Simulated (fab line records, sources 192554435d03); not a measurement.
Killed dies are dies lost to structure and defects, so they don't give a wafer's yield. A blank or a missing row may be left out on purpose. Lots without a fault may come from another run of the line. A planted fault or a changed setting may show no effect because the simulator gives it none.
Chamber matching | flow n5_finfet | N5_FIN_SAQP_ETCH_67 on rie_diel-01: 4 sister chambers
The step etches SiNx in CH3F/O2, target depth 30 nm. 22 wafers are shown with their chamber, then 11 later ones without.

WAFERS WITH THEIR CHAMBER
wafer  | chamber | showerhead_plenum_p_Torr (Torr) | oes_product_au (a.u.) | oes_f_703_au (a.u.)
L078.1 | 3       | 1.99                            | 0.77                  | 0.78
L078.2 | 1       | 1.94                            | 0.75                  | 0.72
L078.6 | 1       | 1.94                            | 0.75                  | 0.72
L081.2 | 3       | 1.99                            | 0.77                  | 0.78
L081.3 | 0       | 2.09                            | 0.80                  | 0.77
L081.5 | 0       | 2.09                            | 0.80                  | 0.76
L083.1 | 0       | 2.09                            | 0.79                  | 0.75
L083.2 | 1       | 1.94                            | 0.73                  | 0.72
L083.3 | 3       | 1.98                            | 0.75                  | 0.78
L084.1 | 1       | 1.93                            | 0.74                  | 0.71
L084.3 | 3       | 1.98                            | 0.75                  | 0.78
L084.6 | 2       | 2.05                            | 1.00                  | 0.99
L088.2 | 0       | 2.08                            | 0.79                  | 0.76
L088.3 | 1       | 1.93                            | 0.73                  | 0.70
L088.6 | 1       | 1.93                            | 0.73                  | 0.70
L089.3 | 2       | 2.05                            | 0.96                  | 0.93
L089.4 | 0       | 2.08                            | 0.78                  | 0.75
L089.6 | 2       | 2.05                            | 0.96                  | 0.94
L090.1 | 0       | 2.08                            | 0.78                  | 0.75
L090.4 | 3       | 1.98                            | 0.74                  | 0.76
L090.6 | 1       | 1.93                            | 0.73                  | 0.70
L091.1 | 1       | 1.93                            | 0.72                  | 0.70

SIGNATURES (means of the wafers above)
reading                  | chamber 0 | chamber 1 | chamber 2 | chamber 3 | scatter within a chamber
showerhead_plenum_p_Torr | 2.0850    | 1.9337    | 2.0500    | 1.9840    | 0.00504
oes_product_au           | 0.7900    | 0.7350    | 0.9733    | 0.7560    | 0.0129
oes_f_703_au             | 0.7567    | 0.7087    | 0.9533    | 0.7760    | 0.0138
Rule: a wafer's distance from a chamber is the root of the sum, over the readings, of the square of ((its reading less the chamber's mean) divided by the reading's scatter). The wafer belongs to the nearest chamber; if the next one is less than 2 further off, it can't be placed. The scatter: the root of (the sum of the squares of (reading less its chamber's mean) over the shown wafers, divided by (wafers less chambers)).

WAFERS WITHOUT THEIR CHAMBER
wafer  | showerhead_plenum_p_Torr (Torr) | oes_product_au (a.u.) | oes_f_703_au (a.u.)
L091.3 | 2.05                            | 0.95                  | 0.92
L091.4 | 1.98                            | 0.74                  | 0.76
L093.1 | 1.93                            | 0.71                  | 0.70
L093.4 | 2.05                            | 0.93                  | 0.92
L093.5 | 1.98                            | 0.74                  | 0.76
L094.2 | 2.05                            | 0.94                  | 0.91
L094.5 | 2.05                            | 0.94                  | 0.92
L094.6 | 1.93                            | 0.72                  | 0.69
L095.1 | 2.08                            | 0.77                  | 0.74
L095.3 | 2.04                            | 0.91                  | 0.90
L095.4 | 1.93                            | 0.72                  | 0.69

WHICH CHAMBER EACH WENT THROUGH
wafer  | from the rows above | in truth
L091.3 | 2                   | 2
L091.4 | 3                   | 3
L093.1 | 1                   | 1
L093.4 | 2                   | 2
L093.5 | 3                   | 3
L094.2 | 2                   | 2
L094.5 | 2                   | 2
L094.6 | 1                   | 1
L095.1 | 0                   | 0
L095.3 | 2                   | 2
L095.4 | 1                   | 1
Placed correctly: 11 of 11. Can't be placed from these rows: 0. Placed wrongly: 0.
